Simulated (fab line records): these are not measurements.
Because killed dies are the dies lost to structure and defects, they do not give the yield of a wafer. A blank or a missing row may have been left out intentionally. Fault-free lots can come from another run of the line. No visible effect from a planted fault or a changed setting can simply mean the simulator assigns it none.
A struck lot beside a sound one + flow nand harc + 12 out of 1302 route steps
Sound: wafers L390.1, L390.2, L390.3. Wafers L405.1, L405.3, L405.4 were the ones struck. The cause is given at the end.
At each step with rows: each side's tool, then ch and its chambers, then its first start. Under that, the readings that differ: sound wafers + struck wafers + difference of the means + sigmas: that difference in standard deviations of wafers without a fault.
alike: same words and numbers on both sides, and readings whose means sit less than 2 such deviations apart. not compared: any withheld reading, any reading some wafer has no value for, any bound like >300 that may hide the same value, and any number with overlapping values for which the record gives no deviation.
Wherever a step has rows on one side only, a row that says differs or no value, or a row with sigmas, the two part there. Non-overlapping numbers with no deviation appear without sigmas and do not part them. A reading that every wafer of one side lacks parts them only if that side has two wafers or more.

first, 3 steps without rows for these wafers: NHARC_A_STAIRCASE_PEB_439 (peb time 130 s); NHARC_A_STAIRCASE_DEVELOP_440 (time 140 s); NHARC_A_STAIRCASE_HARDBAKE_442 (time 140 s).
NHARC_A_STAIRCASE_DESCUM_443: chemistry O2, time 3 s.
  sound on rie diel-11 ch 0,1,2, day 22 05:06; struck on rie diel-04 ch 0,1,2, day 28 01:19
| reading                | sound    | struck   | difference | sigmas |
|------------------------|----------|----------|------------|--------|
| rf hours counter h (h) | 16 21 17 | 38 40 37 | +20        |        |
  alike: chamber pressure mTorr, drypump motor current A, oes product au, rf vpp V, showerhead plenum p Torr, throttle valve pct
NHARC_A_STAIRCASE_ETCH_444: etches the open film in C4F8/O2, target depth 20400 nm, time 6800 s.
  sound on rie diel-11 ch 0,2,3, day 22 05:11; struck on rie diel-04 ch 0,1,3, day 28 01:23
| reading                | sound    | struck   | difference | sigmas |
|------------------------|----------|----------|------------|--------|
| rf hours counter h (h) | 21 17 22 | 39 40 41 | +20        |        |
  alike: chamber pressure mTorr, oes product au, rf fwd power W, rf vpp V
NHARC_A_STAIRCASE_STRIP_446: strips in O2.
  sound on plasma asher-02 ch 0,1, day 22 09:37; struck on plasma asher-02 ch 0,1, day 28 05:47
  alike: drypump motor current A, heater power w
  not compared: rf hours counter h
then, 3 steps without rows for these wafers: NHARC_A_STAIRCASE_STRIP_447 (strips in SPM, time 900 s); NHARC_A_STAIRCASE_PRECLEAN_448 (cleans in SC1); NHARC_A_STAIRCASE_SRD_449.
NHARC_A_STAIRCASE_CMP_450: polishes SiO2, target thk 200 nm.
  sound on cmp-03 ch 0,1,2, day 22 10:25; struck on cmp-04 ch 0,1,3, day 28 06:35
  alike: edge zone pressure frac, motor current A
NHARC_A_STAIRCASE_CMP_152: polishes.
  sound on cmp-03 ch 0,1,2, day 22 10:29; struck on cmp-04 ch 0,1,3, day 28 06:39
  no value came back on the struck wafers for edge zone pressure frac, motor current A (A); on the sound wafers edge zone pressure frac reads 0.998 0.997 1.002
-- jump in the record: it breaks off in module A_STAIRCASE and resumes in module END (first step shown: number 1302 of the route), and 5 days separate the struck wafers' starts before and after --
NHARC_END_SORT_01:
  sound on prober-02 ch 0, day 27 23:29; struck on prober-02 ch 0, day 33 15:00
| reading         | sound | struck      | difference | sigmas |
|-----------------|-------|-------------|------------|--------|
| killed at array | 78 77 | 672 675 667 | +594       | +40    |
| killed dies     | 80 80 | 677 677 677 | +597       | +40    |
  alike: killed at other, killed at periphery, killed open, killed short

WHERE THEY PART
First at NHARC_A_STAIRCASE_CMP_152; last, within this record, at NHARC_END_SORT_01.

WHY: whatever the simulator had introduced
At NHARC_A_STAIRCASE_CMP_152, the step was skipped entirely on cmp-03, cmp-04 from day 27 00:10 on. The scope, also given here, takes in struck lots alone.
